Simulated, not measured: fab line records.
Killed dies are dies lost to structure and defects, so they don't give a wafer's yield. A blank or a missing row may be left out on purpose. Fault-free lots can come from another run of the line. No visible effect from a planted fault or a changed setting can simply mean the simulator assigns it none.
Which of the tools did it? ; flow n5-finfet ; Sampling: 24 lots, 72 wafers, 6 of 1938 route steps

WHAT THE GAUGES SHOWED, per wafer
N5_BEOL_M9_CD_MEAS_28 targets a cd of 70 nm. Usual: cd-nm at 69.93 nm, with a standard deviation of 0.26.
lot;measured;on;cd-nm (nm);flag
L074;day 10 05:01;cd-sem-02;69.52 69.44 70.30;
L076;day 10 15:47;cd-sem-03;69.93 69.62 70.04;
L075;day 10 15:50;cd-sem-02;69.67 70.11 70.16;
L077;day 11 12:09;cd-sem-01;69.99 69.94 69.47;
L079;day 11 18:55;cd-sem-01;69.92 69.60 70.19;
L078;day 11 18:58;cd-sem-02;70.05 69.13 69.77;
L080;day 11 21:34;cd-sem-01;69.91 70.03 69.97;
L082;day 12 07:06;cd-sem-03;69.71 69.87 69.62;
L081;day 12 07:18;cd-sem-02;70.37 69.50 69.73;
L083;day 12 10:56;cd-sem-01;69.95 69.91 69.99;
L084;day 12 16:59;cd-sem-02;70.24 69.93 70.54;
L085;day 13 03:57;cd-sem-02;69.78 70.16 70.09;
L087;day 13 09:53;cd-sem-02;69.73 69.62 69.94;
L086;day 13 11:16;cd-sem-01;70.15 70.05 70.23;
L090;day 13 22:07;cd-sem-01;69.87 69.76 69.84;
L089;day 14 00:44;cd-sem-01;70.04 70.01 69.71;
L088;day 14 06:30;cd-sem-01;69.99 69.92 69.82;
L092;day 14 18:16;cd-sem-01;70.22 69.85 69.96;
L093;day 14 18:04;cd-sem-02;69.53 69.61 69.53;
L091;day 15 12:37;cd-sem-01;69.70 70.07 69.74;
L094;day 15 14:58;cd-sem-02;70.26 70.21 70.01;
L096;day 15 17:05;cd-sem-02;69.83 70.15 70.11;
L095;day 15 20:16;cd-sem-01;69.77 70.32 69.75;
L097;day 16 03:12;cd-sem-01;70.41 69.99 70.02;

N5_BEOL_M9_INSPECT_58: inspects for defects (darkfield). Usual: raw-defect-count at 69, with a standard deviation of 20.
lot;measured;on;raw-defect-count;flag
L074;day 10 08:03;defect-inspect-01;73 77 66;
L076;day 10 20:02;defect-inspect-02;120 79 92;
L075;day 10 20:19;defect-inspect-01;46 48 23;
L077;day 11 17:43;defect-inspect-02;78 67 61;
L079;day 11 22:10;defect-inspect-01;50 86 90;
L078;day 11 22:26;defect-inspect-02;63 64 59;
L080;day 12 00:52;defect-inspect-01;52 37 44;
L082;day 12 10:19;defect-inspect-01;44 56 59;
L081;day 12 10:35;defect-inspect-02;47 55 51;
L083;day 12 14:04;defect-inspect-02;89 53 58;
L084;day 12 22:02;defect-inspect-02;63 89 75;
L085;day 13 06:50;defect-inspect-01;87 50 52;
L087;day 13 13:52;defect-inspect-02;51 66 34;
L086;day 13 14:54;defect-inspect-02;94 66 81;
L090;day 14 01:55;defect-inspect-02;62 51 83;
L089;day 14 04:08;defect-inspect-02;48 78 75;
L088;day 14 09:43;defect-inspect-02;62 91 52;
L092;day 14 21:44;defect-inspect-02;58 48 97;
L093;day 14 20:54;defect-inspect-02;49 57 68;
L091;day 15 17:01;defect-inspect-01;71 47 110;
L094;day 15 18:34;defect-inspect-01;57 90 36;
L096;day 15 20:06;defect-inspect-01;88 90 78;
L095;day 16 01:21;defect-inspect-01;126 59 50;
L097;day 16 08:17;defect-inspect-02;64 70 57;

WHICH TOOL RAN EACH LOT (tool, then ch and the chambers of the sampled wafers, then the start)
lot;N5_BEOL_M9_CURE_71;N5_BEOL_M9_STRIP_80;N5_BEOL_M9_DEGAS_44;N5_BEOL_M9_CMP_52
L074;uv-cure-01 ch 0, day 10 02:02;rie-diel-06 ch 1,2, day 10 06:14 or earlier;pvd-sputter-01, day 10 06:14;cmp-02 ch 1,2,3, day 10 07:38
L076;uv-cure-03 ch 1, day 10 09:13;rie-diel-04 ch 0,3, day 10 17:34 or earlier;pvd-sputter-01, day 10 17:34;cmp-03 ch 1,2, day 10 19:35
L075;uv-cure-02 ch 0, day 10 09:30;rie-diel-03 ch 0,2, day 10 17:41 or earlier;pvd-sputter-01, day 10 17:41;cmp-03 ch 1,2,3, day 10 19:56
L077;uv-cure-03 ch 1, day 11 06:52;rie-diel-06 ch 0,1,2, day 11 16:02 or earlier;pvd-sputter-01, day 11 16:02;cmp-01 ch 0,1, day 11 17:16
L079;uv-cure-02 ch 1, day 11 14:39;rie-diel-04 ch 0,1, day 11 20:10 or earlier;pvd-sputter-02, day 11 20:10;cmp-02 ch 2,3, day 11 21:42
L078;uv-cure-02 ch 2, day 11 15:25;rie-diel-06 ch 2,3, day 11 20:14 or earlier;pvd-sputter-02, day 11 20:14;cmp-01 ch 1,3, day 11 21:58
L080;uv-cure-03 ch 1, day 11 19:04;rie-diel-06 ch 0,1, day 11 22:58 or earlier;pvd-sputter-02, day 11 22:58;cmp-01 ch 0,2,3, day 12 00:31
L082;uv-cure-01 ch 2, day 12 03:55;rie-diel-04 ch 0,3, day 12 08:43 or earlier;pvd-sputter-03, day 12 08:43;cmp-01 ch 0,1,2, day 12 09:53
L081;uv-cure-03 ch 1, day 12 04:15;rie-diel-03 ch 0,1, day 12 08:45 or earlier;pvd-sputter-01, day 12 08:45;cmp-01 ch 1,2,3, day 12 10:12
L083;uv-cure-03 ch 0, day 12 07:42;rie-diel-06 ch 0,1,3, day 12 12:13 or earlier;pvd-sputter-03, day 12 12:13;cmp-03 ch 2,3, day 12 13:37
L084;uv-cure-01 ch 1, day 12 12:19;rie-diel-03 ch 0,2,3, day 12 18:14 or earlier;pvd-sputter-02, day 12 18:14;cmp-02 ch 0,2,3, day 12 21:40
L085;uv-cure-02 ch 0, day 13 01:14;rie-diel-06 ch 0,1,3, day 13 05:05 or earlier;pvd-sputter-03, day 13 05:05;cmp-03 ch 0,1,2, day 13 06:22
L087;uv-cure-02 ch 1, day 13 06:08;rie-diel-04 ch 0,1,2, day 13 11:48 or earlier;pvd-sputter-03, day 13 11:48;cmp-02 ch 1,2,3, day 13 13:25
L086;uv-cure-03 ch 2, day 13 08:13;rie-diel-06 ch 0,1,2, day 13 12:52 or earlier;pvd-sputter-02, day 13 12:52;cmp-01 ch 0,1,2, day 13 14:27
L090;uv-cure-03 ch 0, day 13 17:19;rie-diel-03 ch 0,1, day 13 23:51 or earlier;pvd-sputter-02, day 13 23:51;cmp-03 ch 0,1,2, day 14 01:32
L089;uv-cure-02 ch 1, day 13 20:34;rie-diel-03 ch 0,1,3, day 14 02:25 or earlier;pvd-sputter-02, day 14 02:25;cmp-01 ch 0,1,2, day 14 03:48
L088;uv-cure-02 ch 2, day 14 02:01;rie-diel-03 ch 1,3, day 14 07:59 or earlier;pvd-sputter-02, day 14 07:59;cmp-03 ch 1,3, day 14 09:15
L092;uv-cure-01 ch 2, day 14 12:35;rie-diel-06 ch 0,1,2, day 14 19:44 or earlier;pvd-sputter-01, day 14 19:44;cmp-02 ch 0,1,2, day 14 21:15
L093;uv-cure-02 ch 0, day 14 12:54;rie-diel-06 ch 0,1,2, day 14 19:14 or earlier;pvd-sputter-03, day 14 19:14;cmp-03 ch 1,2,3, day 14 20:27
L091;uv-cure-03 ch 0, day 15 08:39;rie-diel-03 ch 1,3, day 15 14:21 or earlier;pvd-sputter-01, day 15 14:21;cmp-02 ch 0,2,3, day 15 16:34
L094;uv-cure-01 ch 0, day 15 10:48;rie-diel-04 ch 0,3, day 15 16:11 or earlier;pvd-sputter-02, day 15 16:11;cmp-01 ch 0,1,2, day 15 18:07
L096;uv-cure-01 ch 2, day 15 11:46;rie-diel-03 ch 0,1, day 15 18:34 or earlier;pvd-sputter-02, day 15 18:34;cmp-02 ch 0,1,3, day 15 19:43
L095;uv-cure-03 ch 2, day 15 16:01;rie-diel-06 ch 0,1, day 15 22:14 or earlier;pvd-sputter-03, day 15 22:14;cmp-02 ch 0,1,3, day 16 00:58
L097;uv-cure-03 ch 0, day 15 22:16;rie-diel-04 ch 0,3, day 16 05:19 or earlier;pvd-sputter-03, day 16 05:19;cmp-02 ch 0,1, day 16 07:50
- N5_BEOL_M9_CURE_71: cures SiCOH lowk, time 240 s.
- N5_BEOL_M9_STRIP_80: strips in N2/H2, time 10 s.
- N5_BEOL_M9_DEGAS_44: time 60 s.
- N5_BEOL_M9_CMP_52: polishes, stops on SiCOH lowk, t overpolish 7 s, target thk 140 nm.

AS READ BY THE TOOLS THEMSELVES (means over the sampled wafers that have a number; for cases with no such wafer, the mark the record gives instead)
N5_BEOL_M9_CURE_71. Usual: lamp-power-pct 52.31 %, standard deviation 0.059; wafer_temp_C_max 386.9, standard deviation 0.79.
lot;tool;lamp-power-pct (%);wafer_temp_C_max;flag
L074;uv-cure-01;52.27;386.5;
L076;uv-cure-03;52.29;386.9;
L075;uv-cure-02;52.30;388.6;
L077;uv-cure-03;52.31;386.6;
L079;uv-cure-02;52.31;386.9;
L078;uv-cure-02;52.35;386.1;
L080;uv-cure-03;52.31;386.7;
L082;uv-cure-01;52.30;387.7;
L081;uv-cure-03;52.33;386.7;
L083;uv-cure-03;52.27;386.2;
L084;uv-cure-01;52.27;387.3;
L085;uv-cure-02;52.33;388.3;
L087;uv-cure-02;52.28;386.5;
L086;uv-cure-03;52.28;387.7;
L090;uv-cure-03;52.31;386.5;
L089;uv-cure-02;52.33;386.8;
L088;uv-cure-02;52.28;386.2;
L092;uv-cure-01;52.29;387.7;
L093;uv-cure-02;52.33;388.6;
L091;uv-cure-03;52.37;386.4;
L094;uv-cure-01;52.39;386.7;
L096;uv-cure-01;52.27;387.6;
L095;uv-cure-03;52.32;386.8;
L097;uv-cure-03;52.31;386.3;

N5_BEOL_M9_STRIP_80. Usual: drypump-motor-current-A 5.6 A, standard deviation 0.44; oes-product-au 0.79 a.u., standard deviation 0.077; rf-vpp-V 59.2 V, standard deviation 0.92; showerhead-plenum-p-Torr 2.54 Torr, standard deviation 0.08; throttle-valve-pct 23.8 %, standard deviation 0.4.
lot;tool;drypump-motor-current-A (A);oes-product-au (a.u.);rf-vpp-V (V);showerhead-plenum-p-Torr (Torr);throttle-valve-pct (%);flag
L074;rie-diel-06;5.9;0.71;59.6;2.51;23.5;
L076;rie-diel-04;5.4;0.80;58.5;2.50;23.9;
L075;rie-diel-03;5.2;0.78;59.5;2.52;23.7;
L077;rie-diel-06;5.6;0.74;59.4;2.48;23.5;
L079;rie-diel-04;5.7;0.70;59.2;2.52;23.9;
L078;rie-diel-06;6.2;0.78;58.8;2.55;23.7;
L080;rie-diel-06;5.4;0.77;58.5;2.46;23.4;
L082;rie-diel-04;5.7;0.75;58.3;2.51;24.0;
L081;rie-diel-03;5.2;0.76;60.1;2.58;23.8;
L083;rie-diel-06;5.7;0.79;59.6;2.51;23.6;
L084;rie-diel-03;5.6;0.81;59.0;2.55;23.9;
L085;rie-diel-06;5.7;0.78;58.8;2.50;23.6;
L087;rie-diel-04;5.6;0.78;59.6;2.58;24.0;
L086;rie-diel-06;5.6;0.83;58.1;2.48;23.5;
L090;rie-diel-03;5.3;0.78;60.3;2.62;23.7;
L089;rie-diel-03;5.6;0.79;59.5;2.60;24.0;
L088;rie-diel-03;5.7;0.82;59.4;2.65;23.9;
L092;rie-diel-06;5.7;0.81;58.9;2.47;23.5;
L093;rie-diel-06;5.7;0.80;58.8;2.47;23.5;
L091;rie-diel-03;5.7;0.82;60.6;2.64;23.9;
L094;rie-diel-04;5.7;0.72;59.3;2.50;24.1;
L096;rie-diel-03;5.3;0.77;59.2;2.61;23.7;
L095;rie-diel-06;5.5;0.73;58.8;2.48;23.7;
L097;rie-diel-04;5.4;0.76;58.8;2.47;24.0;

N5_BEOL_M9_DEGAS_44. Usual: heater-power-w 337 W, standard deviation 22; susceptor-temp-C 249.96 C, standard deviation 0.19.
lot;tool;heater-power-w (W);susceptor-temp-C (C);flag
L074;pvd-sputter-01;366;249.95;
L076;pvd-sputter-01;344;249.93;
L075;pvd-sputter-01;343;250.07;
L077;pvd-sputter-01;338;249.91;
L079;pvd-sputter-02;340;249.98;
L078;pvd-sputter-02;351;249.69;
L080;pvd-sputter-02;333;250.02;
L082;pvd-sputter-03;345;249.89;
L081;pvd-sputter-01;338;250.14;
L083;pvd-sputter-03;336;249.95;
L084;pvd-sputter-02;334;250.02;
L085;pvd-sputter-03;340;250.03;
L087;pvd-sputter-03;339;249.98;
L086;pvd-sputter-02;330;249.99;
L090;pvd-sputter-02;347;249.78;
L089;pvd-sputter-02;318;250.08;
L088;pvd-sputter-02;316;250.14;
L092;pvd-sputter-01;349;250.07;
L093;pvd-sputter-03;346;249.87;
L091;pvd-sputter-01;348;250.08;
L094;pvd-sputter-02;331;249.95;
L096;pvd-sputter-02;342;249.80;
L095;pvd-sputter-03;326;250.02;
L097;pvd-sputter-03;328;249.97;

N5_BEOL_M9_CMP_52. Usual: barrier-field-endpoint-s is 28.8 s with standard deviation 0.86, clearing-platen-rpm is 50.002 rpm with standard deviation 0.026, motor-current-A is 6.2 A with standard deviation 0.73, overpolish-run-s is 7.000 s with standard deviation 0.0095, platen-rpm is 49.99 rpm with standard deviation 0.033, slurry-flow-ml-min is 150.1 with standard deviation 0.48, and time-to-endpoint-s is 66 s with standard deviation 3.2.
lot;tool;barrier-field-endpoint-s (s);clearing-platen-rpm (rpm);motor-current-A (A);overpolish-run-s (s);platen-rpm (rpm);slurry-flow-ml-min;time-to-endpoint-s (s);flag
L074;cmp-02;29.0;50.007;6.4;7.001;49.99;150.2;66;
L076;cmp-03;28.4;49.972;6.4;7.004;50.01;150.6;65;
L075;cmp-03;28.7;50.013;6.2;7.001;49.99;151.1;69;
L077;cmp-01;29.0;50.008;6.4;6.995;49.98;149.7;64;
L079;cmp-02;27.7;50.022;6.2;6.998;49.96;150.1;65;
L078;cmp-01;28.3;50.008;5.6;7.006;50.00;150.5;65;
L080;cmp-01;29.1;49.982;5.4;7.007;49.99;149.8;64;
L082;cmp-01;28.4;50.000;5.7;7.001;49.99;149.8;66;
L081;cmp-01;29.3;49.983;5.5;7.001;50.00;150.0;66;
L083;cmp-03;27.9;50.037;6.2;6.995;50.01;149.8;66;
L084;cmp-02;29.1;49.986;6.3;7.008;49.98;149.9;70;
L085;cmp-03;28.9;49.995;6.5;7.008;49.97;149.8;66;
L087;cmp-02;28.5;49.992;6.4;6.986;49.98;149.5;69;
L086;cmp-01;28.5;49.997;5.8;6.998;49.99;149.9;65;
L090;cmp-03;28.7;50.017;6.6;7.000;49.98;150.6;64;
L089;cmp-01;28.8;50.009;5.8;6.996;49.96;149.6;67;
L088;cmp-03;30.1;50.006;5.9;7.004;50.01;150.5;69;
L092;cmp-02;28.7;50.004;6.6;6.999;49.99;149.8;64;
L093;cmp-03;29.3;49.992;6.0;6.996;50.03;150.1;67;
L091;cmp-02;28.5;49.985;6.1;7.008;49.99;150.6;63;
L094;cmp-01;29.4;49.996;5.9;6.992;50.01;150.1;66;
L096;cmp-02;28.6;49.985;6.6;7.001;49.99;150.1;65;
L095;cmp-02;29.0;50.024;6.6;7.001;49.95;150.1;66;
L097;cmp-02;29.6;50.011;7.0;7.000;50.00;150.0;69;

THE ANSWER, worked out from the rows above alone
Rule: a lot counts as off when the mean over its wafers that have a number is more than 3 standard deviations away from the usual mean. A lot without any number at a reading at which 4 lots or more have one is off too. Any other lot the step has rows for is counted as sound. First the gauges in route order, then the tools' own readings, where a lot's mean is used as printed above. At the first step where some lot is off, the reading lying furthest off is the one used; lots without a number count as furthest.
No lot is off on any of the readings shown, so nothing can be concluded from this.

WHAT THE SIMULATOR HAD PUT IN
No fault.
